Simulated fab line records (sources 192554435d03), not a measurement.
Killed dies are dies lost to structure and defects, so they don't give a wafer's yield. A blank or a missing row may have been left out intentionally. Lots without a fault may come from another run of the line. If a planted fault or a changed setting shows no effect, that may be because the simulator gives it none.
fab line records || flow n5Finfet || part 2 of 2: steps 21 to 27 of 27
[record] {"lots": 5, "wafers": 15, "lastDay": 20}
route steps=1938 shown BEOL_M15@1782
lots untouched by any fault: they come from a run of this same line in which no faults occurred
startH: hours from the record's opening day to when the first of the lot's shown wafers began || waitH: hours elapsed since this lot's preceding step || " repeats the value in the row above || L1.1+2: several wafers, shown together as one row || - no value present, or no start provided || * or withheld: withheld || < > ~ a bound
route shown NAME@n: NAME is a module with steps in the file, n the number in the route of the first one || usual: mean and standard deviation over wafers with no fault || same: alike in all rows || chamber/n: place in a boat || sites: per-site readings || _std_site: the values' standard deviation || _edge_site: outer sites' mean less inner sites' || radiusMm: for every site, how far away it sits from the centre of the wafer || mask NAME#n: copy n || behind: the most recent tool/chamber to have shaped the wafer || hold: cause of the lot's hold/its duration in hours/its outcome || device: transistor that didn't switch, given as n, p or np || end of line: at the end of the route, the tests of the same wafers || a step given without rows: its recipe and nothing more || killed: the dies lost at the first sort to structure and to defects; this is not the yield of the wafer || map: a wafer's dies, marking killed ones x, the rest . and places with no die _
set.NAME: the setting as run; set.NAME@STEP: as run at that earlier step || model.NAME: the simulator's own value behind a step, which no gauge read
lots at some steps of the route; a table a step, a row a wafer
services: a tool's chamber out of use, with start hour (startH, from the record's first day; less than 0 if before it), hours out, and reason
[[steps]]
[step N5_BEOL_M15_DEVELOP_27]
[recipe] {"developTimeS": 45, "rinseLiquid": "diw", "dry": "airSpin", "devTempC": 21}
[usual] {"developerTempC": "20.99/0.12", "resistLineTempC": "22.98/0.11"}
{"lot.wafer": "L084.2", "tool": "lithoTrack-02", "chamber": 0, "startH": "-", "waitH": "-", "developerTempC": 21.05, "resistLineTempC": 22.97}
{"lot.wafer": "L084.4", "tool": "lithoTrack-02", "chamber": 0, "startH": "-", "waitH": "-", "developerTempC": 21.05, "resistLineTempC": 22.94}
{"lot.wafer": "L084.6", "tool": "lithoTrack-02", "chamber": 0, "startH": "-", "waitH": "-", "developerTempC": 21.12, "resistLineTempC": 23.07}
{"lot.wafer": "L085.1", "tool": "lithoTrack-02", "chamber": 0, "startH": "-", "waitH": "-", "developerTempC": 20.87, "resistLineTempC": 23.16}
{"lot.wafer": "L085.2", "tool": "lithoTrack-02", "chamber": 0, "startH": "-", "waitH": "-", "developerTempC": 21.01, "resistLineTempC": 23.02}
{"lot.wafer": "L085.3", "tool": "lithoTrack-02", "chamber": 0, "startH": "-", "waitH": "-", "developerTempC": 21.02, "resistLineTempC": 23.03}
{"lot.wafer": "L080.2", "tool": "lithoTrack-02", "chamber": 0, "startH": "-", "waitH": "-", "developerTempC": 21.11, "resistLineTempC": 22.94}
{"lot.wafer": "L080.3", "tool": "lithoTrack-02", "chamber": 0, "startH": "-", "waitH": "-", "developerTempC": 21.27, "resistLineTempC": 23.00}
{"lot.wafer": "L080.5", "tool": "lithoTrack-02", "chamber": 0, "startH": "-", "waitH": "-", "developerTempC": 21.24, "resistLineTempC": 22.86}
{"lot.wafer": "L090.2", "tool": "lithoTrack-01", "chamber": 0, "startH": "-", "waitH": "-", "developerTempC": 21.08, "resistLineTempC": 22.81}
{"lot.wafer": "L090.3", "tool": "lithoTrack-01", "chamber": 0, "startH": "-", "waitH": "-", "developerTempC": 20.90, "resistLineTempC": 23.07}
{"lot.wafer": "L090.5", "tool": "lithoTrack-01", "chamber": 0, "startH": "-", "waitH": "-", "developerTempC": 21.09, "resistLineTempC": 23.15}
{"lot.wafer": "L096.3", "tool": "lithoTrack-05", "chamber": 0, "startH": "-", "waitH": "-", "developerTempC": 21.02, "resistLineTempC": 23.16}
{"lot.wafer": "L096.5", "tool": "lithoTrack-05", "chamber": 0, "startH": "-", "waitH": "-", "developerTempC": 20.96, "resistLineTempC": 22.93}
{"lot.wafer": "L096.6", "tool": "lithoTrack-05", "chamber": 0, "startH": "-", "waitH": "-", "developerTempC": 21.05, "resistLineTempC": 22.94}
[step N5_BEOL_M15_HARDBAKE_32]
[recipe] {"tempC": 130, "timeS": 120}
[usual] {"plateTempC": "130.03/0.16", "resistLineTempC": "23.01/0.11"}
{"lot.wafer": "L084.2", "tool": "lithoTrack-02", "chamber": 0, "startH": "-", "waitH": "-", "plateTempC": 130.33, "resistLineTempC": 23.33}
{"lot.wafer": "L084.4", "tool": "lithoTrack-02", "chamber": 0, "startH": "-", "waitH": "-", "plateTempC": 130.33, "resistLineTempC": 23.18}
{"lot.wafer": "L084.6", "tool": "lithoTrack-02", "chamber": 0, "startH": "-", "waitH": "-", "plateTempC": 130.24, "resistLineTempC": 23.10}
{"lot.wafer": "L085.1", "tool": "lithoTrack-02", "chamber": 0, "startH": "-", "waitH": "-", "plateTempC": 130.03, "resistLineTempC": 23.03}
{"lot.wafer": "L085.2", "tool": "lithoTrack-02", "chamber": 0, "startH": "-", "waitH": "-", "plateTempC": 129.80, "resistLineTempC": 23.06}
{"lot.wafer": "L085.3", "tool": "lithoTrack-02", "chamber": 0, "startH": "-", "waitH": "-", "plateTempC": 129.82, "resistLineTempC": 22.94}
{"lot.wafer": "L080.2", "tool": "lithoTrack-02", "chamber": 0, "startH": "-", "waitH": "-", "plateTempC": 129.81, "resistLineTempC": 23.15}
{"lot.wafer": "L080.3", "tool": "lithoTrack-02", "chamber": 0, "startH": "-", "waitH": "-", "plateTempC": 129.95, "resistLineTempC": 23.02}
{"lot.wafer": "L080.5", "tool": "lithoTrack-02", "chamber": 0, "startH": "-", "waitH": "-", "plateTempC": 129.78, "resistLineTempC": 23.13}
{"lot.wafer": "L090.2", "tool": "lithoTrack-01", "chamber": 0, "startH": "-", "waitH": "-", "plateTempC": 129.98, "resistLineTempC": 23.05}
{"lot.wafer": "L090.3", "tool": "lithoTrack-01", "chamber": 0, "startH": "-", "waitH": "-", "plateTempC": 129.82, "resistLineTempC": 22.93}
{"lot.wafer": "L090.5", "tool": "lithoTrack-01", "chamber": 0, "startH": "-", "waitH": "-", "plateTempC": 129.79, "resistLineTempC": 23.00}
{"lot.wafer": "L096.3", "tool": "lithoTrack-05", "chamber": 0, "startH": "-", "waitH": "-", "plateTempC": 130.13, "resistLineTempC": 23.11}
{"lot.wafer": "L096.5", "tool": "lithoTrack-05", "chamber": 0, "startH": "-", "waitH": "-", "plateTempC": 130.15, "resistLineTempC": 23.10}
{"lot.wafer": "L096.6", "tool": "lithoTrack-05", "chamber": 0, "startH": "-", "waitH": "-", "plateTempC": 129.84, "resistLineTempC": 23.12}
[step N5_BEOL_M15_CD_MEAS_28]
[recipe] {"targetCdNm": 407.6, "landingEnergyEv": 500, "detector": "seInlens"}
[usual] {"cdNm": "409.5/1.6"}
[same] {"landingEnergyEv": 500}
{"lot.wafer": "L084.2", "tool": "cdSem-02", "chamber": 0, "startH": 379.63, "waitH": "-", "cdNm": 408.9}
{"lot.wafer": "L084.4", "tool": "cdSem-02", "chamber": 0, "startH": 379.63, "waitH": "-", "cdNm": 408.8}
{"lot.wafer": "L084.6", "tool": "cdSem-02", "chamber": 0, "startH": 379.63, "waitH": "-", "cdNm": 411.5}
{"lot.wafer": "L085.1", "tool": "cdSem-03", "chamber": 0, "startH": 388.75, "waitH": "-", "cdNm": 411.2}
{"lot.wafer": "L085.2", "tool": "cdSem-03", "chamber": 0, "startH": 388.75, "waitH": "-", "cdNm": 409.3}
{"lot.wafer": "L085.3", "tool": "cdSem-03", "chamber": 0, "startH": 388.75, "waitH": "-", "cdNm": 409.6}
{"lot.wafer": "L080.2", "tool": "cdSem-03", "chamber": 0, "startH": 389.23, "waitH": "-", "cdNm": 410.7}
{"lot.wafer": "L080.3", "tool": "cdSem-03", "chamber": 0, "startH": 389.23, "waitH": "-", "cdNm": 409.1}
{"lot.wafer": "L080.5", "tool": "cdSem-03", "chamber": 0, "startH": 389.23, "waitH": "-", "cdNm": 409.9}
{"lot.wafer": "L090.2", "tool": "cdSem-03", "chamber": 0, "startH": 409.06, "waitH": "-", "cdNm": 410.6}
{"lot.wafer": "L090.3", "tool": "cdSem-03", "chamber": 0, "startH": 409.06, "waitH": "-", "cdNm": 411.7}
{"lot.wafer": "L090.5", "tool": "cdSem-03", "chamber": 0, "startH": 409.06, "waitH": "-", "cdNm": 410.1}
{"lot.wafer": "L096.3", "tool": "cdSem-01", "chamber": 0, "startH": 463.00, "waitH": "-", "cdNm": 406.9}
{"lot.wafer": "L096.5", "tool": "cdSem-01", "chamber": 0, "startH": 463.00, "waitH": "-", "cdNm": 407.4}
{"lot.wafer": "L096.6", "tool": "cdSem-01", "chamber": 0, "startH": 463.00, "waitH": "-", "cdNm": 405.5}
[step N5_BEOL_M15_OVL_MEAS_29]
[recipe] {"pointsPerWafer": 44}
[usual] {"M15_OVL": "4/5"}
{"lot.wafer": "L084.2", "tool": "overlay-02", "chamber": 0, "startH": 379.66, "waitH": 0.0, "M15_OVL[nm]": 3}
{"lot.wafer": "L084.4", "tool": "overlay-02", "chamber": 0, "startH": 379.66, "waitH": 0.0, "M15_OVL[nm]": 8}
{"lot.wafer": "L084.6", "tool": "overlay-02", "chamber": 0, "startH": 379.66, "waitH": 0.0, "M15_OVL[nm]": -2}
{"lot.wafer": "L085.1", "tool": "overlay-02", "chamber": 0, "startH": 388.78, "waitH": 0.0, "M15_OVL[nm]": -5}
{"lot.wafer": "L085.2", "tool": "overlay-02", "chamber": 0, "startH": 388.78, "waitH": 0.0, "M15_OVL[nm]": 1}
{"lot.wafer": "L085.3", "tool": "overlay-02", "chamber": 0, "startH": 388.78, "waitH": 0.0, "M15_OVL[nm]": 6}
{"lot.wafer": "L080.2", "tool": "overlay-02", "chamber": 0, "startH": 389.26, "waitH": 0.0, "M15_OVL[nm]": -1}
{"lot.wafer": "L080.3", "tool": "overlay-02", "chamber": 0, "startH": 389.26, "waitH": 0.0, "M15_OVL[nm]": -1}
{"lot.wafer": "L080.5", "tool": "overlay-02", "chamber": 0, "startH": 389.26, "waitH": 0.0, "M15_OVL[nm]": 6}
{"lot.wafer": "L090.2", "tool": "overlay-02", "chamber": 0, "startH": 409.09, "waitH": 0.0, "M15_OVL[nm]": 2}
{"lot.wafer": "L090.3", "tool": "overlay-02", "chamber": 0, "startH": 409.09, "waitH": 0.0, "M15_OVL[nm]": 9}
{"lot.wafer": "L090.5", "tool": "overlay-02", "chamber": 0, "startH": 409.09, "waitH": 0.0, "M15_OVL[nm]": 4}
{"lot.wafer": "L096.3", "tool": "overlay-02", "chamber": 0, "startH": 463.03, "waitH": 0.0, "M15_OVL[nm]": 6}
{"lot.wafer": "L096.5", "tool": "overlay-02", "chamber": 0, "startH": 463.03, "waitH": 0.0, "M15_OVL[nm]": 11}
{"lot.wafer": "L096.6", "tool": "overlay-02", "chamber": 0, "startH": 463.03, "waitH": 0.0, "M15_OVL[nm]": 4}
[step N5_BEOL_M15_INSPECT_30]
[recipe] {"mode": "adi", "inspectInstrument": "macro"}
[usual] {"rawDefectCount": "2.2/1.5"}
{"lot.wafer": "L084.2", "tool": "defectInspect-02", "chamber": "-", "startH": 379.68, "waitH": 0.0, "rawDefectCount": 4}
{"lot.wafer": "L084.4", "tool": "defectInspect-02", "chamber": "-", "startH": 379.68, "waitH": 0.0, "rawDefectCount": 1}
{"lot.wafer": "L084.6", "tool": "defectInspect-02", "chamber": "-", "startH": 379.68, "waitH": 0.0, "rawDefectCount": 3}
{"lot.wafer": "L085.1", "tool": "defectInspect-01", "chamber": "-", "startH": 388.80, "waitH": 0.0, "rawDefectCount": 0}
{"lot.wafer": "L085.2", "tool": "defectInspect-01", "chamber": "-", "startH": 388.80, "waitH": 0.0, "rawDefectCount": 1}
{"lot.wafer": "L085.3", "tool": "defectInspect-01", "chamber": "-", "startH": 388.80, "waitH": 0.0, "rawDefectCount": 2}
{"lot.wafer": "L080.2", "tool": "defectInspect-01", "chamber": "-", "startH": 389.28, "waitH": 0.0, "rawDefectCount": 1}
{"lot.wafer": "L080.3", "tool": "defectInspect-01", "chamber": "-", "startH": 389.28, "waitH": 0.0, "rawDefectCount": 1}
{"lot.wafer": "L080.5", "tool": "defectInspect-01", "chamber": "-", "startH": 389.28, "waitH": 0.0, "rawDefectCount": 2}
{"lot.wafer": "L090.2", "tool": "defectInspect-02", "chamber": "-", "startH": 409.12, "waitH": 0.0, "rawDefectCount": 0}
{"lot.wafer": "L090.3", "tool": "defectInspect-02", "chamber": "-", "startH": 409.12, "waitH": 0.0, "rawDefectCount": 3}
{"lot.wafer": "L090.5", "tool": "defectInspect-02", "chamber": "-", "startH": 409.12, "waitH": 0.0, "rawDefectCount": 1}
{"lot.wafer": "L096.3", "tool": "defectInspect-01", "chamber": "-", "startH": 463.05, "waitH": 0.0, "rawDefectCount": 3}
{"lot.wafer": "L096.5", "tool": "defectInspect-01", "chamber": "-", "startH": 463.05, "waitH": 0.0, "rawDefectCount": 5}
{"lot.wafer": "L096.6", "tool": "defectInspect-01", "chamber": "-", "startH": 463.05, "waitH": 0.0, "rawDefectCount": 1}
[step N5_BEOL_M15_DESCUM_33]
[recipe] {"chemistry": "O2", "timeS": 7.9, "sourcePowerW": 50, "biasPowerW": 20, "pressureMtorr": 20, "rfFrequencyHz": 2.712e+07, "tempC": 40, "o2FlowSccm": 225}
[usual] {"drypumpMotorCurrentA": "5.7/0.33", "oesProductAu": "0.81/0.097", "rfVppV": "243.1/1.8", "showerheadPlenumPTorr": "2.08/0.099", "throttleValvePct": "20.37/0.23"}
{"lot.wafer": "L084.2", "tool": "rieDiel-06", "chamber": 3, "startH": 379.98, "waitH": 0.3, "drypumpMotorCurrentA": 5.7, "oesProductAu": 0.96, "rfHoursCounterH": 11, "rfVppV": 241.8, "showerheadPlenumPTorr": 2.04, "throttleValvePct": 20.47}
{"lot.wafer": "L084.4", "tool": "rieDiel-06", "chamber": 0, "startH": 379.98, "waitH": 0.3, "drypumpMotorCurrentA": 5.9, "oesProductAu": 0.68, "rfHoursCounterH": 248, "rfVppV": 241.5, "showerheadPlenumPTorr": 1.97, "throttleValvePct": 20.69}
{"lot.wafer": "L084.6", "tool": "rieDiel-06", "chamber": 0, "startH": 379.98, "waitH": 0.3, "drypumpMotorCurrentA": 5.9, "oesProductAu": 0.68, "rfHoursCounterH": "-", "rfVppV": 242.2, "showerheadPlenumPTorr": 1.97, "throttleValvePct": 20.69}
{"lot.wafer": "L085.1", "tool": "rieDiel-02", "chamber": 0, "startH": 388.93, "waitH": 0.1, "drypumpMotorCurrentA": 5.1, "oesProductAu": 0.70, "rfHoursCounterH": 231, "rfVppV": 245.1, "showerheadPlenumPTorr": 2.15, "throttleValvePct": 20.24}
{"lot.wafer": "L085.2", "tool": "rieDiel-02", "chamber": 2, "startH": 388.93, "waitH": 0.1, "drypumpMotorCurrentA": 6.1, "oesProductAu": 0.73, "rfHoursCounterH": 201, "rfVppV": 243.1, "showerheadPlenumPTorr": 2.16, "throttleValvePct": 20.12}
{"lot.wafer": "L085.3", "tool": "rieDiel-02", "chamber": 3, "startH": 388.93, "waitH": 0.1, "drypumpMotorCurrentA": 5.1, "oesProductAu": 0.75, "rfHoursCounterH": 165, "rfVppV": 240.4, "showerheadPlenumPTorr": 1.91, "throttleValvePct": 20.43}
{"lot.wafer": "L080.2", "tool": "rieDiel-02", "chamber": 3, "startH": 389.44, "waitH": 0.2, "drypumpMotorCurrentA": 5.1, "oesProductAu": 0.75, "rfHoursCounterH": 165, "rfVppV": 241.7, "showerheadPlenumPTorr": 1.91, "throttleValvePct": 20.41}
{"lot.wafer": "L080.3", "tool": "rieDiel-02", "chamber": 2, "startH": 389.44, "waitH": 0.2, "drypumpMotorCurrentA": 6.1, "oesProductAu": 0.72, "rfHoursCounterH": 202, "rfVppV": 244.1, "showerheadPlenumPTorr": 2.16, "throttleValvePct": 20.12}
{"lot.wafer": "L080.5", "tool": "rieDiel-02", "chamber": 2, "startH": 389.44, "waitH": 0.2, "drypumpMotorCurrentA": 6.1, "oesProductAu": 0.72, "rfHoursCounterH": "-", "rfVppV": 242.8, "showerheadPlenumPTorr": 2.16, "throttleValvePct": 20.12}
{"lot.wafer": "L090.2", "tool": "rieDiel-02", "chamber": 0, "startH": 409.19, "waitH": 0.1, "drypumpMotorCurrentA": 5.1, "oesProductAu": 0.69, "rfHoursCounterH": 240, "rfVppV": 244.4, "showerheadPlenumPTorr": 2.15, "throttleValvePct": 20.28}
{"lot.wafer": "L090.3", "tool": "rieDiel-02", "chamber": 1, "startH": 409.19, "waitH": 0.1, "drypumpMotorCurrentA": 5.8, "oesProductAu": 0.84, "rfHoursCounterH": 59, "rfVppV": 244.6, "showerheadPlenumPTorr": 2.12, "throttleValvePct": 20.33}
{"lot.wafer": "L090.5", "tool": "rieDiel-02", "chamber": 3, "startH": 409.19, "waitH": 0.1, "drypumpMotorCurrentA": 5.2, "oesProductAu": 0.74, "rfHoursCounterH": "-", "rfVppV": 240.4, "showerheadPlenumPTorr": 1.91, "throttleValvePct": 20.42}
{"lot.wafer": "L096.3", "tool": "rieDiel-06", "chamber": 0, "startH": 463.09, "waitH": 0.0, "drypumpMotorCurrentA": 5.9, "oesProductAu": 0.97, "rfHoursCounterH": 17, "rfVppV": 244.5, "showerheadPlenumPTorr": 2.23, "throttleValvePct": 20.30}
{"lot.wafer": "L096.5", "tool": "rieDiel-06", "chamber": 2, "startH": 463.09, "waitH": 0.0, "drypumpMotorCurrentA": 6.0, "oesProductAu": 0.86, "rfHoursCounterH": "-", "rfVppV": 243.8, "showerheadPlenumPTorr": 2.21, "throttleValvePct": 20.01}
{"lot.wafer": "L096.6", "tool": "rieDiel-06", "chamber": 3, "startH": 463.09, "waitH": 0.0, "drypumpMotorCurrentA": 5.7, "oesProductAu": 0.90, "rfHoursCounterH": "-", "rfVppV": 241.9, "showerheadPlenumPTorr": 2.03, "throttleValvePct": 20.52}
[step N5_BEOL_M15_ETCH_61]
[recipe] {"chemistry": "N2/H2", "target": "BARC", "targetDepthA": 890, "overetchA": 267, "timeS": 67.9, "ionEnergyEv": 200, "pressureMtorr": 30, "sourceW": 840, "biasW": 150, "n2FlowSccm": 200, "h2FlowSccm": 200}
[usual] {"drypumpMotorCurrentA": "5.7/0.33", "h2FlowSccm": "200.0/0.6", "oesProductAu": "0.70/0.079", "rfVppV": "524/3.4", "showerheadPlenumPTorr": "2.54/0.12", "throttleValvePct": "17.89/0.22"}
{"lot.wafer": "L084.2", "tool": "rieDiel-06", "chamber": 3, "startH": 380.02, "waitH": 0.0, "drypumpMotorCurrentA": 5.7, "h2FlowSccm": 199.3, "oesProductAu": 0.81, "rfHoursCounterH": 11, "rfVppV": 522, "showerheadPlenumPTorr": 2.49, "throttleValvePct": 17.96}
{"lot.wafer": "L084.4", "tool": "rieDiel-06", "chamber": 0, "startH": 380.02, "waitH": 0.0, "drypumpMotorCurrentA": 5.9, "h2FlowSccm": 200.7, "oesProductAu": 0.60, "rfHoursCounterH": 248, "rfVppV": 522, "showerheadPlenumPTorr": 2.40, "throttleValvePct": 18.28}
{"lot.wafer": "L084.6", "tool": "rieDiel-06", "chamber": 0, "startH": 380.02, "waitH": 0.0, "drypumpMotorCurrentA": 5.9, "h2FlowSccm": 200.0, "oesProductAu": 0.59, "rfHoursCounterH": "-", "rfVppV": 520, "showerheadPlenumPTorr": 2.40, "throttleValvePct": 18.27}
{"lot.wafer": "L085.1", "tool": "rieDiel-02", "chamber": 0, "startH": 388.97, "waitH": 0.0, "drypumpMotorCurrentA": 5.1, "h2FlowSccm": 198.6, "oesProductAu": 0.61, "rfHoursCounterH": 231, "rfVppV": 525, "showerheadPlenumPTorr": 2.62, "throttleValvePct": 17.71}
{"lot.wafer": "L085.2", "tool": "rieDiel-02", "chamber": 2, "startH": 388.97, "waitH": 0.0, "drypumpMotorCurrentA": 6.1, "h2FlowSccm": 201.0, "oesProductAu": 0.61, "rfHoursCounterH": 201, "rfVppV": 527, "showerheadPlenumPTorr": 2.63, "throttleValvePct": 17.73}
{"lot.wafer": "L085.3", "tool": "rieDiel-02", "chamber": 3, "startH": 388.97, "waitH": 0.0, "drypumpMotorCurrentA": 5.2, "h2FlowSccm": 199.9, "oesProductAu": 0.64, "rfHoursCounterH": 165, "rfVppV": 519, "showerheadPlenumPTorr": 2.33, "throttleValvePct": 17.86}
{"lot.wafer": "L080.2", "tool": "rieDiel-02", "chamber": 3, "startH": 389.47, "waitH": 0.0, "drypumpMotorCurrentA": 5.2, "h2FlowSccm": 199.6, "oesProductAu": 0.64, "rfHoursCounterH": 165, "rfVppV": 517, "showerheadPlenumPTorr": 2.33, "throttleValvePct": 17.86}
{"lot.wafer": "L080.3", "tool": "rieDiel-02", "chamber": 2, "startH": 389.47, "waitH": 0.0, "drypumpMotorCurrentA": 6.1, "h2FlowSccm": 199.4, "oesProductAu": 0.62, "rfHoursCounterH": 202, "rfVppV": 527, "showerheadPlenumPTorr": 2.63, "throttleValvePct": 17.73}
{"lot.wafer": "L080.5", "tool": "rieDiel-02", "chamber": 2, "startH": 389.47, "waitH": 0.0, "drypumpMotorCurrentA": 6.1, "h2FlowSccm": 199.5, "oesProductAu": 0.61, "rfHoursCounterH": "-", "rfVppV": 526, "showerheadPlenumPTorr": 2.63, "throttleValvePct": 17.75}
{"lot.wafer": "L090.2", "tool": "rieDiel-02", "chamber": 0, "startH": 409.23, "waitH": 0.0, "drypumpMotorCurrentA": 5.1, "h2FlowSccm": 199.5, "oesProductAu": 0.61, "rfHoursCounterH": 240, "rfVppV": 526, "showerheadPlenumPTorr": 2.61, "throttleValvePct": 17.73}
{"lot.wafer": "L090.3", "tool": "rieDiel-02", "chamber": 1, "startH": 409.23, "waitH": 0.0, "drypumpMotorCurrentA": 5.8, "h2FlowSccm": 200.1, "oesProductAu": 0.73, "rfHoursCounterH": 59, "rfVppV": 524, "showerheadPlenumPTorr": 2.58, "throttleValvePct": 17.88}
{"lot.wafer": "L090.5", "tool": "rieDiel-02", "chamber": 3, "startH": 409.23, "waitH": 0.0, "drypumpMotorCurrentA": 5.2, "h2FlowSccm": 200.3, "oesProductAu": 0.64, "rfHoursCounterH": "-", "rfVppV": 517, "showerheadPlenumPTorr": 2.33, "throttleValvePct": 17.86}
{"lot.wafer": "L096.3", "tool": "rieDiel-06", "chamber": 0, "startH": 463.12, "waitH": 0.0, "drypumpMotorCurrentA": 5.9, "h2FlowSccm": 200.7, "oesProductAu": 0.80, "rfHoursCounterH": 17, "rfVppV": 529, "showerheadPlenumPTorr": 2.71, "throttleValvePct": 17.84}
{"lot.wafer": "L096.5", "tool": "rieDiel-06", "chamber": 2, "startH": 463.12, "waitH": 0.0, "drypumpMotorCurrentA": 6.0, "h2FlowSccm": 200.3, "oesProductAu": 0.72, "rfHoursCounterH": "-", "rfVppV": 529, "showerheadPlenumPTorr": 2.70, "throttleValvePct": 17.60}
{"lot.wafer": "L096.6", "tool": "rieDiel-06", "chamber": 3, "startH": 463.12, "waitH": 0.0, "drypumpMotorCurrentA": 5.7, "h2FlowSccm": 200.0, "oesProductAu": 0.76, "rfHoursCounterH": "-", "rfVppV": 523, "showerheadPlenumPTorr": 2.48, "throttleValvePct": 18.01}
[[services]]
{"tool": "rieDiel-02", "chamber": "-", "startH": 356.59, "hours": 0.6, "kind": "repair"}
{"tool": "rieDiel-02", "chamber": 1, "startH": 381.87, "hours": 25.8, "kind": "repair"}
{"tool": "rieDiel-05", "chamber": "-", "startH": 387.54, "hours": 2.8, "kind": "pm"}
{"tool": "rieDiel-06", "chamber": 0, "startH": 388.10, "hours": "-", "kind": "clean"}
{"tool": "rieDiel-06", "chamber": 0, "startH": 388.10, "hours": "-", "kind": "consumableReplace:focusRing"}
{"tool": "rieDiel-06", "chamber": 0, "startH": 388.10, "hours": "-", "kind": "consumableReplace:showerhead"}
{"tool": "rieDiel-06", "chamber": 0, "startH": 388.10, "hours": 20.7, "kind": "scheduledDown"}
{"tool": "rieDiel-06", "chamber": 0, "startH": 388.10, "hours": 20.7, "kind": "ventCycle"}
{"tool": "krfScanner-01", "chamber": "-", "startH": 394.57, "hours": 0.8, "kind": "pm"}
{"tool": "krfScanner-02", "chamber": "-", "startH": 406.07, "hours": 1.0, "kind": "pm"}
{"tool": "wetBench-06", "chamber": "-", "startH": 415.11, "hours": 4.6, "kind": "repair"}
{"tool": "krfScanner-01", "chamber": 0, "startH": 423.34, "hours": "-", "kind": "calibration"}
{"tool": "rieDiel-02", "chamber": 1, "startH": 430.99, "hours": 5.1, "kind": "repair"}
{"tool": "rieDiel-06", "chamber": 3, "startH": 437.41, "hours": 5.5, "kind": "repair"}
{"tool": "rieDiel-02", "chamber": 0, "startH": 441.15, "hours": "-", "kind": "clean"}
{"tool": "rieDiel-02", "chamber": 0, "startH": 441.15, "hours": "-", "kind": "consumableReplace:focusRing"}
{"tool": "rieDiel-02", "chamber": 0, "startH": 441.15, "hours": 17.1, "kind": "scheduledDown"}
{"tool": "rieDiel-02", "chamber": 0, "startH": 441.15, "hours": 17.1, "kind": "ventCycle"}
{"tool": "rieDiel-05", "chamber": 2, "startH": 456.83, "hours": 7.7, "kind": "repair"}
{"tool": "krfScanner-01", "chamber": "-", "startH": 463.14, "hours": 1.0, "kind": "pm"}
